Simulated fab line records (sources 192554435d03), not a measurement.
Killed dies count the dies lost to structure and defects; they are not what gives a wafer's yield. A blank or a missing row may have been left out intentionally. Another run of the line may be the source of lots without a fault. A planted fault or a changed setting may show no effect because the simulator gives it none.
fab line records | flow n5Finfet
[record] lots = 3 | wafers = 9 | lastDay = 18
route steps=1938 shown BEOL_M4@1099 BEOL_M5@1112 BEOL_M9@1419 PASSIVATION@1936
lots that met no fault: from a run of the same line without faults
startH: the number of hours between the record's first day and the start of the first shown wafer of the lot | waitH: hours from the lot's prior step to this one | " as in the row above | L1.1+2: a single row standing in for several wafers | - either no value or no given start | * or withheld: withheld | < > ~ a bound
route shown NAME@n: NAME is a module with steps in the file, n the number in the route of the first one | usual: mean and standard deviation over wafers with no fault | same: alike in all rows | chamber/n: place in a boat | sites: per-site readings | _std_site: their standard deviation | _edge_site: the outer-site mean with the inner-site mean subtracted | radiusMm: for every site, how far away it sits from the centre of the wafer | mask NAME#n: copy n | behind: the tool/chamber that last shaped the wafer | hold: why the lot went on hold/how many hours it stayed there/how the hold came to an end | device: which transistor (n, p or np) failed to switch | end of line: the same wafers' tests at the end of the route | a step given without rows: its recipe and nothing more | killed: count of dies lost to structure and defects at first sort (not the wafer's yield) | map: dies across one wafer; x = killed, . = not, _ = none there
set.NAME: the setting as run; set.NAME@STEP: as run at that earlier step | model.NAME: the simulator's own value behind a step, which no gauge read
lots at selected steps of the route; one table per step, one row per wafer
services: from which hour (startH, from the record's first day; less than 0 if before it) a tool's chamber was out of use, for how many hours, and why
[[steps]]
[step N5_BEOL_M4_ANNEAL_95]
[recipe] tempC = 400 | timeS = 240 | ambient = vacuum
[step N5_BEOL_M4_SPUTTER_96]
[recipe] material = Cu | targetThkA = 45 | tempC = -20 | chamberPressurePa = 0.07 | powerW = withheld | timeS = 8.29
[step N5_BEOL_M4_ECD_50]
[recipe] material = Cu | targetThkA = 3000
[step N5_BEOL_M4_ANNEAL_51]
[recipe] tempC = 225 | timeS = 90 | ambient = N2
[step N5_BEOL_M4_CMP_52]
[recipe] stopOn = SiOC | tOverpolishS = 6.8 | downForcePsi = 1 | platenRpm = 50 | clearingPlatenDownForcePsi = 1.5 | clearingPlatenRpm = 50 | postCmpClean = cuAlkaline | targetThkNm = 40 | clearingPlatenPadVelocityMS = 0.99484 | padVelocityMS = 0.99484
[step N5_BEOL_M4_PRE_CLEAN_60]
[recipe] gas = NH3/H2 | timeS = 15 | tempC = * | rfPowerW = 300
[step N5_BEOL_M4_CO_CAP_55]
[recipe] material = Co | targetThkA = 20 | tempC = 200 | precursor = CCTBA/H2 | pressureTorr = 30 | timeS = 102.1
[step N5_BEOL_M4_PRE_CLEAN_56]
[recipe] gas = NH3 | timeS = 15 | tempC = withheld | rfPowerW = 300
[step N5_BEOL_M4_DEP_57]
[recipe] material = SiCN | targetThkA = 80 | tempC = withheld | precursor = 3MS/NH3 | pressureTorr = 3 | rfW = 202 | timeS = 14
[step N5_BEOL_M4_RC_MEAS_101]
[usual] DIBL_N = 36.5/2.1 | DIBL_P = 36.6/2.6 | IOFF_N = 0.17/0.044 | IOFF_P = 0.21/0.048 | ION_N = 674/17 | ION_P = 462/9.5 | SS_N = 71.6/0.77 | SS_P = 73.5/0.72 | VT_N = 250/4.2 | VT_P = -250/3.9
lot.wafer | tool      | chamber | startH | waitH | DIBL_N[mV/V] | DIBL_P[mV/V] | IOFF_N[nA/um] | IOFF_P[nA/um] | ION_N[uA/um] | ION_P[uA/um] | SS_N[mV/dec] | SS_P[mV/dec] | VT_N[mV] | VT_P[mV]
L235.2    | prober-01 | 0       | 222.23 | 0.2   | 38.8         | 38.2         | 0.22          | 0.28          | 694          | 478          | 71.5         | 73.9         | 248      | -245
L235.4    | "         | 0       | "      | "     | 36.1         | 34.2         | 0.15          | 0.22          | 664          | 464          | 72.0         | 73.1         | 253      | -247
L235.5    | "         | 0       | "      | "     | 35.9         | 34.6         | 0.16          | 0.22          | 666          | 463          | 70.9         | 72.9         | 251      | -248
L237.2    | prober-01 | 0       | 261.78 | 0.2   | 37.4         | 37.6         | 0.17          | 0.22          | 686          | 465          | 71.9         | 73.7         | 252      | -250
L237.4    | "         | 0       | "      | "     | 34.7         | 35.0         | 0.13          | 0.18          | 672          | 464          | 71.1         | 72.8         | 255      | -255
L237.5    | "         | 0       | "      | "     | 34.6         | 34.2         | 0.12          | 0.16          | 662          | 450          | 71.6         | 73.3         | 257      | -254
L248.2    | prober-01 | 0       | 300.08 | 0.2   | 36.9         | 36.9         | 0.19          | 0.27          | 669          | 465          | 71.8         | 73.9         | 249      | -243
L248.3    | "         | 0       | "      | "     | 35.1         | 35.0         | 0.15          | 0.23          | 673          | 473          | 70.8         | 73.1         | 248      | -245
L248.6    | "         | 0       | "      | "     | 35.9         | 35.6         | 0.16          | 0.24          | 688          | 479          | 71.6         | 73.9         | 250      | -245
[step N5_BEOL_M5_ILD_DEP_00]
[recipe] material = SiCOH_lowk | targetThkA = 1406.4 | tempC = 300 | precursor = DEMS/porogen | pressureTorr = 5 | rfW = 500 | timeS = 25.9
[step N5_BEOL_M5_CURE_79]
[recipe] tempC = 385 | timeS = 240 | ambient = He/Ar | material = SiCOH_lowk
[step N5_BEOL_M5_PECVD_70]
[recipe] material = SiO2 | targetThkA = 160 | tempC = 400 | precursor = TEOS/O2 | pressureTorr = 5.5 | rfW = 450 | teosFlowSccm = 53.8 | gas = O2 | flowSccm = 3000 | timeS = 18
[step N5_BEOL_M5_HM_DEP_02]
[recipe] material = TiN | targetThkA = 200 | tempC = 25 | chamberPressurePa = 0.49996
[step N5_BEOL_M5_COAT_59]
[recipe] resist = SOC | tempC = 250 | timeS = 60 | spinRpm = 1500 | resistThkNm = 60
[step N5_BEOL_M5_COAT_60]
[recipe] resist = SiARC | tempC = 220 | timeS = 60 | spinRpm = 1500 | resistThkNm = 12
[step N5_BEOL_M5_COAT_71]
[recipe] resist = underlayer | tempC = 205 | timeS = 60 | spinRpm = 1500 | resistThkNm = 5
[step N5_BEOL_M5_COAT_05]
[recipe] resist = CAR-EUV | spinRpm = 1500 | resistThkNm = 30
[step N5_BEOL_M5_EBR_07]
[recipe] solvent = PGMEA | ebrWidthMm = 1.5
[step N5_BEOL_M5_SOFTBAKE_06]
[recipe] tempC = 110 | timeS = 60 | resist = CAR-EUV
[step N5_BEOL_M5_EXPOSE_08]
[recipe] maskId = M5 | na = 0.33 | sourceShape = annular | sigmaInner = 0.4 | sigmaOuter = 0.8 | polarization = unpolarized | targetCdNm = 28 | doseMj = 35.75
[step N5_BEOL_M5_PEB_09]
[recipe] pebTempC = 100 | pebTimeS = 60 | resist = CAR-EUV
[step N5_BEOL_M5_DEVELOP_10]
[recipe] developTimeS = 30 | developer = TMAH | resist = CAR-EUV | rinseLiquid = surfactantRinse | dry = airSpin | devTempC = 23
[step N5_BEOL_M5_DESCUM_16]
[recipe] chemistry = O2 | timeS = 7 | sourcePowerW = 50 | biasPowerW = 20 | pressureMtorr = 20 | rfFrequencyHz = 2.712e+07 | tempC = 40 | resist = CAR-EUV | o2FlowSccm = 225
[step N5_BEOL_M5_ETCH_72]
[recipe] chemistry = N2/H2 | target = underlayer | targetDepthA = 65 | maskMaterial = CAR-EUV | timeS = 5.2 | ionEnergyEv = 200 | pressureMtorr = 30 | sourceW = 840 | biasW = 150 | n2FlowSccm = 200 | h2FlowSccm = 200 | ends = cleared
[step N5_BEOL_M5_ETCH_61]
[recipe] chemistry = CF4 | target = SiARC | targetDepthA = 156 | maskMaterial = CAR-EUV | timeS = 26 | ionEnergyEv = 80 | pressureMtorr = 40 | sourceW = 545 | biasW = 36 | Ar_flow_sccm = 100 | cf4FlowSccm = 100 | ends = cleared
[step N5_BEOL_M5_ETCH_62]
[recipe] chemistry = N2/H2 | target = SOC | targetDepthA = 750 | overetchA = 150 | maskMaterial = SiARC | tempC = 40 | timeS = 112.5 | ionEnergyEv = 200 | pressureMtorr = 30 | sourceW = 840 | biasW = 150 | n2FlowSccm = 200 | h2FlowSccm = 200
[step N5_BEOL_M5_STRIP_63]
[recipe] chemistry = N2/H2 | tempC = 40 | n2FlowSccm = 200 | h2FlowSccm = 200 | rfFrequencyHz = 6e+07
[step N5_BEOL_M5_STRIP_73]
[recipe] chemistry = N2/H2 | tempC = 40 | n2FlowSccm = 200 | h2FlowSccm = 200 | rfFrequencyHz = 6e+07
[step N5_BEOL_M5_STRIP_64]
[recipe] chemistry = CF4 | resist = SiARC | powerW = 300 | biasPowerW = 75 | pressureMtorr = 50 | cf4FlowSccm = 150 | rfFrequencyHz = 6e+07
[step N5_BEOL_M5_HM_OPEN_17]
[recipe] chemistry = Cl2/BCl3 | targetDepthA = 200 | overetchA = 60 | target = TiN | maskMaterial = SOC | ionEnergyEv = 150 | pressureMtorr = 10 | icpW = 1000 | biasW = 126 | Cl2_flow_sccm = 53.25 | bcl3FlowSccm = 21.75 | Ar_flow_sccm = 25
[step N5_BEOL_M5_STRIP_19]
[recipe] chemistry = O2 | powerW = 400 | tempC = 40 | pressureMtorr = 30 | rfFrequencyHz = 6e+07 | biasPowerW = 0 | overashFraction = 0.2 | o2FlowSccm = 225
[step N5_BEOL_M5_COAT_65]
[recipe] resist = SOC | tempC = 250 | timeS = 60 | spinRpm = 1500 | resistThkNm = 60
[step N5_BEOL_M5_COAT_66]
[recipe] resist = SiARC | tempC = 220 | timeS = 60 | spinRpm = 1500 | resistThkNm = 12
[step N5_BEOL_M9_ETCH_62]
[recipe] chemistry = N2/H2 | target = SOC | targetDepthA = 1100 | overetchA = 220 | maskMaterial = SiARC | tempC = 40 | timeS = 165 | ionEnergyEv = 200 | pressureMtorr = 30 | sourceW = 840 | biasW = 150 | n2FlowSccm = 200 | h2FlowSccm = 200
[usual] chamberPressureMTorr = 29.998/0.03 | drypumpMotorCurrentA = 5.6/0.31 | oesProductAu = 0.66/0.056 | rfVppV = 523.2/2.7 | showerheadPlenumPTorr = 2.51/0.089 | throttleValvePct = 17.82/0.2
lot.wafer | tool       | chamber | startH | waitH | chamberPressureMTorr | drypumpMotorCurrentA | oesProductAu | rfHoursCounterH | rfVppV | showerheadPlenumPTorr | throttleValvePct | model.etch.depthNm | model.SiARC_of_BEOL_M9_COAT_60.thkNm | model.BEOL_M9.cdOffsetNm
L235.2    | rieDiel-02 | 1       | 266.71 | 0.0   | 29.991               | 5.5                  | 0.69         | 91              | 527.4  | 2.67                  | 17.56            | 100.2              | 23                                   | -0.4
L235.4    | "          | 0       | "      | "     | 30.042               | 5.5                  | 0.67         | 123             | 520.3  | 2.47                  | 17.84            | 100.1              | 24                                   | -0.8
L235.5    | "          | 3       | "      | "     | 30.022               | 5.7                  | 0.62         | -               | 519.6  | 2.40                  | 17.92            | 99.97              | 24.2                                 | -1.2
L237.2    | rieDiel-02 | 0       | 300.36 | 0.0   | 30.023               | 5.5                  | 0.66         | 135             | 520.7  | 2.46                  | 17.88            | 100.1              | 24                                   | 0.6
L237.4    | "          | 3       | "      | "     | 29.984               | 5.7                  | 0.53         | 233             | 520.2  | 2.39                  | 17.93            | 78.25              | 26.2                                 | -1.6
L237.5    | "          | 1       | "      | "     | 30.010               | 5.4                  | 0.63         | -               | 527.0  | 2.66                  | 17.57            | 89.52              | 25.6                                 | -1.4
L248.2    | rieDiel-03 | 3       | 345.89 | 0.0   | 29.996               | 5.0                  | 0.60         | 220             | 526.5  | 2.62                  | 18.29            | 100                | 23.6                                 | -0.4
L248.3    | "          | 1       | "      | "     | 29.997               | 6.5                  | 0.62         | 203             | 524.0  | 2.51                  | 17.78            | 100.1              | 23.6                                 | 0.4
L248.6    | "          | 1       | "      | "     | 29.965               | 6.5                  | 0.62         | -               | 522.4  | 2.51                  | 17.81            | 99.88              | 23.6                                 | 0.2
[step N5_BEOL_M9_HM_OPEN_17]
[recipe] chemistry = Cl2/BCl3 | targetDepthA = 200 | overetchA = 60 | target = TiN | maskMaterial = SOC | ionEnergyEv = 150 | pressureMtorr = 10 | icpW = 1000 | biasW = 126 | Cl2_flow_sccm = 53.25 | bcl3FlowSccm = 21.75 | Ar_flow_sccm = 25
[usual] chamberPressureMTorr = 10.000/0.0089 | drypumpMotorCurrentA = 5.69/0.17 | oes_ar_750_au = 0.83/0.068 | oesProductAu = 0.71/0.046 | throttleValvePct = 22.24/0.22
lot.wafer | tool        | chamber | startH | waitH | chamberPressureMTorr | drypumpMotorCurrentA | oes_ar_750_au | oesProductAu | rfHoursCounterH | throttleValvePct | model.BEOL_M9.cdOffsetNm
L235.2    | rieMetal-03 | 0       | 266.89 | 0.0   | 10.014               | 5.70                 | 0.59          | 0.54         | 123             | 22.63            | -0.4
L235.4    | "           | 0       | "      | "     | 9.987                | 5.71                 | 0.59          | 0.53         | -               | 22.65            | -0.8
L235.5    | "           | 0       | "      | "     | 10.001               | 5.69                 | 0.59          | 0.54         | -               | 22.63            | -1.2
L237.2    | rieMetal-01 | 0       | 300.54 | 0.0   | 9.987                | 5.72                 | 0.85          | 0.73         | 19              | 22.27            | 0.8
L237.4    | "           | 1       | "      | "     | 10.000               | 5.88                 | 0.90          | 0.31         | -               | 23.16            | -1.4
L237.5    | "           | 0       | "      | "     | 9.996                | 5.73                 | 0.85          | 0.37         | -               | 22.83            | -1.2
L248.2    | rieMetal-01 | 0       | 346.08 | 0.0   | 10.015               | 5.73                 | 0.83          | 0.73         | 23              | 22.27            | -0.2
L248.3    | "           | 1       | "      | "     | 9.986                | 5.86                 | 0.89          | 0.71         | -               | 22.52            | 0.4
L248.6    | "           | 0       | "      | "     | 9.994                | 5.74                 | 0.83          | 0.73         | -               | 22.27            | 0.4
[step N5_BEOL_M9_CD_MEAS_18]
[recipe] pitchNm = 140 | targetCdNm = 70
[usual] cdNm = 70.2/0.82
lot.wafer | tool     | chamber | startH | waitH | cdNm
L235.2    | cdSem-02 | -       | 267.08 | 0.1   | 69.5
L235.4    | "        | -       | "      | "     | 68.8
L235.5    | "        | -       | "      | "     | 69.1
L237.2    | cdSem-03 | -       | 300.74 | 0.1   | 70.7
L237.4    | "        | -       | "      | "     | -
L237.5    | "        | -       | "      | "     | -
L248.2    | cdSem-02 | -       | 346.36 | 0.1   | 69.9
L248.3    | "        | -       | "      | "     | 70.4
L248.6    | "        | -       | "      | "     | 70.4
[step N5_BEOL_M9_VIA_ETCH_34]
[recipe] chemistry = C4F6/O2 | target = SiCOH_lowk | targetDepthA = 1824 | maskMaterial = SOC | taperDeg = 4 | timeS = 68.4 | ionEnergyEv = 250 | pressureMtorr = 30 | sourceW = 345 | biasW = 185 | Ar_flow_sccm = 300 | C4F6_flow_sccm = 10 | O2_flow_sccm = 10
[usual] chamberPressureMTorr = 29.998/0.027 | drypumpMotorCurrentA = 5.6/0.35 | oes_ar_750_au = 0.78/0.065 | oesProductAu = 0.77/0.07 | rfVppV = 663/17 | showerheadPlenumPTorr = 2.84/0.099 | throttleValvePct = 20.92/0.21
lot.wafer | tool       | chamber | startH | waitH | chamberPressureMTorr | drypumpMotorCurrentA | oes_ar_750_au | oesProductAu | rfHoursCounterH | rfVppV | showerheadPlenumPTorr | throttleValvePct
L235.2    | rieDiel-03 | 1       | 267.69 | 0.0   | 30.022               | 6.5                  | 0.75          | 0.75         | 177             | 672    | 2.84                  | 20.93
L235.4    | "          | 3       | "      | "     | 29.978               | 4.9                  | 0.74          | 0.74         | 192             | 667    | 2.94                  | 21.23
L235.5    | "          | 0       | "      | "     | 29.975               | 6.0                  | 0.82          | 0.83         | -               | 684    | 2.88                  | 20.80
L237.2    | rieDiel-02 | 1       | 301.47 | 0.0   | 30.000               | 5.4                  | 0.81          | 0.82         | 104             | 673    | 2.98                  | 20.74
L237.4    | "          | 3       | "      | "     | 29.974               | 5.6                  | 0.70          | 0.27         | 234             | 655    | 2.67                  | 20.83
L237.5    | "          | 2       | "      | "     | 29.976               | 5.6                  | 0.75          | 0.27         | -               | 641    | 2.83                  | 20.85
L248.2    | rieDiel-02 | 3       | 347.47 | 0.0   | 29.964               | 5.7                  | 0.69          | 0.69         | 249             | 654    | 2.67                  | 20.99
L248.3    | "          | 1       | "      | "     | 30.034               | 5.4                  | 0.80          | 0.81         | 115             | 675    | 2.98                  | 20.75
L248.6    | "          | 2       | "      | "     | 29.972               | 5.6                  | 0.73          | 0.72         | -               | 642    | 2.82                  | 21.03
[step N5_BEOL_M9_OCD_MEAS_38]
[usual] trenchDepthNm = 151/3.4
lot.wafer | tool   | chamber | startH | waitH | trenchDepthNm
L235.2    | ocd-01 | -       | 267.96 | -     | 152
L235.4    | "      | -       | "      | "     | 151
L235.5    | "      | -       | "      | "     | 146
L237.2    | ocd-01 | -       | 301.75 | -     | 157
L237.4    | "      | -       | "      | "     | -
L237.5    | "      | -       | "      | "     | 0
L248.2    | ocd-02 | -       | 347.74 | -     | 143
L248.3    | "      | -       | "      | "     | 157
L248.6    | "      | -       | "      | "     | 154
[step N5_PASSIVATION_PROBE_49]
[usual] defectLimitedYield = 91.2/1.5 | killed_at_M0_to_M3 = 36/10 | killed_at_M4_up = 14/5.2 | killedAtContacts = 12/6 | killedAtFrontEnd = 37/10 | killedAtOther = 4/3.3 | killedDies = 104/18 | killedOnRim = 14/4.1 | killedOpen = 68/14 | killedShort = 34/7.4 | sort_bin_5_function = 5.2/1 | sort_bin_6_memory = 3.3/0.7 | sort_bin_8_speed = 0.01/0.045 | sortNPass = 1076/18 | sortYieldPct = 91.2/1.5
[same] grossDies = 1180 | killedAtBackSide = 0 | sort_bin_4_leakage[%] = 0
lot.wafer | tool      | chamber | startH | waitH | defectLimitedYield[%] | killed_at_M0_to_M3 | killed_at_M4_up | killedAtContacts | killedAtFrontEnd | killedAtOther | killedDies | killedOnRim | killedOpen | killedShort | sort_bin_5_function[%] | sort_bin_6_memory[%] | sort_bin_8_speed[%] | sortNPass | sortYieldPct[%]
L235.2    | prober-02 | -       | 331.96 | 0.1   | 91.1                  | 48                 | 11              | 15               | 28               | 3             | 105        | 11          | 63         | 40          | 5.3                    | 3.2                  | 0                   | 1075      | 91.1
L235.4    | prober-02 | -       | 332.06 | 0.2   | 92.8                  | 25                 | 19              | 11               | 28               | 2             | 85         | 17          | 65         | 20          | 4.1                    | 3.1                  | 0                   | 1095      | 92.8
L235.5    | prober-02 | -       | 332.11 | 0.2   | 90.2                  | 46                 | 16              | 9                | 42               | 3             | 116        | 18          | 62         | 52          | 5.3                    | 3.7                  | 0                   | 1064      | 90.2
L237.2    | prober-01 | -       | 362.82 | 0.1   | 89.4                  | 27                 | 15              | 22               | 54               | 7             | 125        | 21          | 82         | 43          | 6.6                    | 3.7                  | 0                   | 1055      | 89.4
L237.4    | prober-01 | -       | 362.92 | 0.2   | 0                     | 33                 | 1094            | 12               | 41               | 0             | 1180       | 152         | 61         | 35          | 96.8                   | 2.9                  | 0                   | 0         | 0
L237.5    | prober-01 | -       | 362.97 | 0.2   | 0                     | 36                 | 1066            | 17               | 59               | 2             | 1180       | 152         | 84         | 36          | 95.9                   | 3.7                  | 0                   | 0         | 0
// killed by level:class
L235.2 BEOL_M0_SAQP:geometricParticle:short=19 BEOL_M0_SAQP:geometricParticle:open=14 MOL_CONTACT_COAG:geometricParticle:open=11 BEOL_M2:geometricParticle:open=6 ILD0:geometricParticle:open=5 BEOL_M3:geometricParticle:open=5 FIN_SAQP:geometricParticle:short=4 MOL_CONTACT_COAG:geometricParticle:short=4
L235.4 MOL_CONTACT_COAG:geometricParticle:open=11 DUMMY_GATE:geometricParticle:open=9 BEOL_M0_SAQP:geometricParticle:open=8 BEOL_M3:geometricParticle:open=8 FIN_SAQP:geometricParticle:open=5 BEOL_M0_SAQP:geometricParticle:short=5 BEOL_M4:geometricParticle:short=5 BEOL_M4:geometricParticle:open=5
L235.5 BEOL_M0_SAQP:geometricParticle:short=19 BEOL_M0_SAQP:geometricParticle:open=14 ILD0:geometricParticle:open=10 FIN_SAQP:geometricParticle:short=9 BEOL_M4:geometricParticle:open=7 BEOL_M2:geometricParticle:open=6 MOL_CONTACT_COAG:geometricParticle:open=5 MOL_CONTACT_COAG:geometricParticle:short=4
L237.2 FIN_SAQP:geometricParticle:open=20 MOL_CONTACT_COAG:geometricParticle:open=13 FIN_SAQP:geometricParticle:short=9 MOL_CONTACT_COAG:geometricParticle:short=9 GATE_CUT:geometricParticle:short=7 BEOL_M3:geometricParticle:open=7 BEOL_M1:geometricParticle:open=6 BEOL_M0_SAQP:geometricParticle:open=5
L237.4 BEOL_M9:areaEtch=1084 FIN_SAQP:geometricParticle:short=9 STI_FIN_REVEAL:geometricParticle:open=9 MOL_CONTACT_COAG:geometricParticle:open=9 BEOL_M0_SAQP:geometricParticle:short=7 BEOL_M3:geometricParticle:open=7 FIN_SAQP:geometricParticle:open=6 BEOL_M0_SAQP:geometricParticle:open=4
L237.5 BEOL_M9:areaEtch=1060 FIN_SAQP:geometricParticle:open=18 MOL_CONTACT_COAG:geometricParticle:open=15 BEOL_M3:geometricParticle:open=12 STI_FIN_REVEAL:geometricParticle:open=9 FIN_SAQP:geometricParticle:short=8 BEOL_M1:geometricParticle:open=7 BEOL_M0_SAQP:geometricParticle:short=6
// map L237.4 (x killed, . not)
_________________xxxxxxxxxxxx________________
______________xxxxxxxxxxxxxxxxxx_____________
___________xxxxxxxxxxxxxxxxxxxxxxxx__________
__________xxxxxxxxxxxxxxxxxxxxxxxxxx_________
________xxxxxxxxxxxxxxxxxxxxxxxxxxxxxx_______
_______xxxxxxxxxxxxxxxxxxxxxxxxxxxxxxxx______
______xxxxxxxxxxxxxxxxxxxxxxxxxxxxxxxxxx_____
_____xxxxxxxxxxxxxxxxxxxxxxxxxxxxxxxxxxxx____
____xxxxxxxxxxxxxxxxxxxxxxxxxxxxxxxxxxxxxx___
___xxxxxxxxxxxxxxxxxxxxxxxxxxxxxxxxxxxxxxxx__
___xxxxxxxxxxxxxxxxxxxxxxxxxxxxxxxxxxxxxxxx__
__xxxxxxxxxxxxxxxxxxxxxxxxxxxxxxxxxxxxxxxxxx_
__xxxxxxxxxxxxxxxxxxxxxxxxxxxxxxxxxxxxxxxxxx_
_xxxxxxxxxxxxxxxxxxxxxxxxxxxxxxxxxxxxxxxxxxxx
_xxxxxxxxxxxxxxxxxxxxxxxxxxxxxxxxxxxxxxxxxxxx
_xxxxxxxxxxxxxxxxxxxxxxxxxxxxxxxxxxxxxxxxxxxx
_xxxxxxxxxxxxxxxxxxxxxxxxxxxxxxxxxxxxxxxxxxxx
_xxxxxxxxxxxxxxxxxxxxxxxxxxxxxxxxxxxxxxxxxxxx
_xxxxxxxxxxxxxxxxxxxxxxxxxxxxxxxxxxxxxxxxxxxx
_xxxxxxxxxxxxxxxxxxxxxxxxxxxxxxxxxxxxxxxxxxxx
_xxxxxxxxxxxxxxxxxxxxxxxxxxxxxxxxxxxxxxxxxxxx
__xxxxxxxxxxxxxxxxxxxxxxxxxxxxxxxxxxxxxxxxxx_
__xxxxxxxxxxxxxxxxxxxxxxxxxxxxxxxxxxxxxxxxxx_
___xxxxxxxxxxxxxxxxxxxxxxxxxxxxxxxxxxxxxxxx__
___xxxxxxxxxxxxxxxxxxxxxxxxxxxxxxxxxxxxxxxx__
____xxxxxxxxxxxxxxxxxxxxxxxxxxxxxxxxxxxxxx___
_____xxxxxxxxxxxxxxxxxxxxxxxxxxxxxxxxxxxx____
______xxxxxxxxxxxxxxxxxxxxxxxxxxxxxxxxxx_____
_______xxxxxxxxxxxxxxxxxxxxxxxxxxxxxxxx______
________xxxxxxxxxxxxxxxxxxxxxxxxxxxxxx_______
__________xxxxxxxxxxxxxxxxxxxxxxxxxx_________
___________xxxxxxxxxxxxxxxxxxxxxxxx__________
______________xxxxxxxxxxxxxxxxxx_____________
_________________xxxxxxxxxxxx________________
// map L235.5 (x killed, . not)
_________________............________________
______________..x........x......_____________
___________....x......x............__________
__________.......x.x.x............x._________
________.....x...x.........x........x._______
_______...........x....................______
______x.x.......x........x.....x.x......_____
_____........x..x...x.................x..____
____.x.......x.........x.............x..x.___
___x......x......x...x..x........x.......x.__
___.x......................................__
__.x..........x.x..................x........_
__...x...........x..x..........x...x...x...x_
_....x....................x..................
_.......x.x.x...............................x
_.xx.........................................
_....x....x...................xx............x
_..............................xx............
_...x...x.x.x...x.x..........................
_..xx....x.xx.....x.................x.x.x....
_.....x.......x........x..x....x.............
__.x........x........x......................_
__.x..x...x.x...x..........................._
___............x..x..........x.............__
___....x........x.x...............x....x...__
____.................x................x...___
_____......................x.............____
______.....x..............x....x........_____
_______................x............x..______
________.............................._______
__________.........................._________
___________.....x......x.x.x.......__________
______________x......x.........._____________
_________________...x.x...x.x________________
[[services]]
tool        | chamber | startH | hours | kind
rieDiel-02  | 0       | 252.10 | 6.5   | repair
rieMetal-03 | -       | 256.49 | 1.2   | repair
rieMetal-03 | 0       | 273.67 | -     | clean
rieMetal-03 | 0       | 273.67 | 26.6  | scheduledDown
rieMetal-03 | 0       | 273.67 | 26.6  | ventCycle
rieDiel-03  | 2       | 285.40 | -     | clean
rieDiel-03  | 2       | 285.40 | -     | consumableReplace:focusRing
rieDiel-03  | 2       | 285.40 | 16.3  | scheduledDown
rieDiel-03  | 2       | 285.40 | 16.3  | ventCycle
[[key]]
[firstSign] step = N5_BEOL_M9_HM_OPEN_17 | reading = oesProductAu | direction = down | sigmas = 8.1 | usual = 0.71 | struck = 0.34
[effect] step = N5_BEOL_M9_CD_MEAS_18 | reading = cdNm | direction = missing
[effect] step = N5_BEOL_M9_VIA_ETCH_34 | reading = oesProductAu | direction = down | sigmas = 7.2 | usual = 0.77 | struck = 0.27
[effect] step = N5_BEOL_M9_OCD_MEAS_38 | reading = trenchDepthNm | direction = missing
[effect] step = N5_PASSIVATION_PROBE_49 | reading = killed_at_M4_up | direction = up | sigmas = 99+ | usual = 14 | struck = 1080
[modelEffect] step = N5_BEOL_M9_ETCH_62 | value = etch.depthNm | without = 100.1 | struck = 83.88
[modelEffect] step = N5_BEOL_M9_HM_OPEN_17 | value = BEOL_M9.cdOffsetNm | without = -0.1 | struck = -1.3
[moreKillsBornAt] N5_BEOL_M9_ETCH_62@rieDiel-02 = 2144
metAt N5_BEOL_M9_ETCH_62
struckWafers L237.4,L237.5
laterRowsLeftOut L237.4,L237.5
onsetBetween 266.71 300.36
[fault] kind = processParameterDrift | tool = rieDiel-02 | chamber = - | onsetH = 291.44 | steps = N5_BEOL_M9_ETCH_62 | channel = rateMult | offset = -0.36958 | shape = step | endH = 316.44 | scope = struckWafersOnly
// laterRowsLeftOut: the simulator's readings of these wafers behind a module that went badly wrong aren't trusted and aren't shown, but for the sort
